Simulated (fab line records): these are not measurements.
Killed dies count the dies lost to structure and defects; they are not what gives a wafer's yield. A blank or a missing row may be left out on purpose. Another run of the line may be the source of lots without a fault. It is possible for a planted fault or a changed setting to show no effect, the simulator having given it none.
Chamber matching    flow n5_finfet    N5_SDB_STRIP_21 on rie_diel-04 has 4 sister chambers
The step strips in CF4. 18 wafers are shown with their chamber, then 9 later ones without.

WAFERS WITH THEIR CHAMBER
wafer   chamber  drypump_motor_current_A (A)  showerhead_plenum_p_Torr (Torr)  throttle_valve_pct (%)
L074.2  1        6.1                          1.77                             13.26
L074.3  3        5.7                          1.77                             13.60
L074.4  0        5.5                          1.75                             13.54
L075.1  1        6.1                          1.77                             13.29
L075.3  2        5.8                          1.79                             13.80
L075.5  0        5.5                          1.75                             13.54
L076.1  2        5.8                          1.79                             13.83
L076.2  1        6.1                          1.77                             13.29
L076.5  3        5.6                          1.77                             13.61
L079.1  1        6.1                          1.77                             13.30
L079.4  3        5.7                          1.77                             13.63
L079.6  2        5.8                          1.79                             13.84
L081.1  1        6.1                          1.77                             13.32
L081.2  0        5.5                          1.74                             13.59
L081.3  2        5.8                          1.79                             13.84
L082.1  2        5.8                          1.79                             13.84
L082.3  0        5.5                          1.74                             13.59
L082.6  1        6.1                          1.77                             13.31

SIGNATURES (means of the wafers above)
reading                   chamber 0  chamber 1  chamber 2  chamber 3  scatter within a chamber
drypump_motor_current_A   5.500      6.100      5.800      5.667      0.0218
showerhead_plenum_p_Torr  1.7450     1.7700     1.7900     1.7700     0.00267
throttle_valve_pct        13.5650    13.2950    13.8300    13.6133    0.0212
Rule: for each reading, subtract the chamber's mean from the wafer's reading, divide by that reading's scatter and square the result; add these up over the readings and take the root, which gives the wafer's distance from the chamber. The wafer belongs to the nearest chamber; if the next one is less than 2 further off, it can't be placed. The scatter: take each reading less its chamber's mean, square it, sum over the shown wafers, divide by the number of wafers less the number of chambers, and take the root.

WAFERS WHOSE CHAMBER IS MISSING
wafer   drypump_motor_current_A (A)  showerhead_plenum_p_Torr (Torr)  throttle_valve_pct (%)
L084.3  5.5                          1.74                             13.61
L084.5  5.9                          1.79                             13.85
L084.6  5.6                          1.76                             13.66
L087.2  5.6                          1.76                             13.69
L087.3  5.8                          1.78                             13.87
L087.4  5.5                          1.74                             13.60
L095.2  6.1                          1.76                             13.38
L095.3  5.8                          1.78                             13.92
L095.5  6.1                          1.76                             13.36

EACH ONE'S CHAMBER
wafer   from the rows above  in truth
L084.3  0                    0
L084.5  2                    2
L084.6  3                    3
L087.2  3                    3
L087.3  2                    2
L087.4  0                    0
L095.2  1                    1
L095.3  2                    2
L095.5  1                    1
9 of 9 placed correctly. Can't be placed from these rows: 0. Wrongly placed: 0.
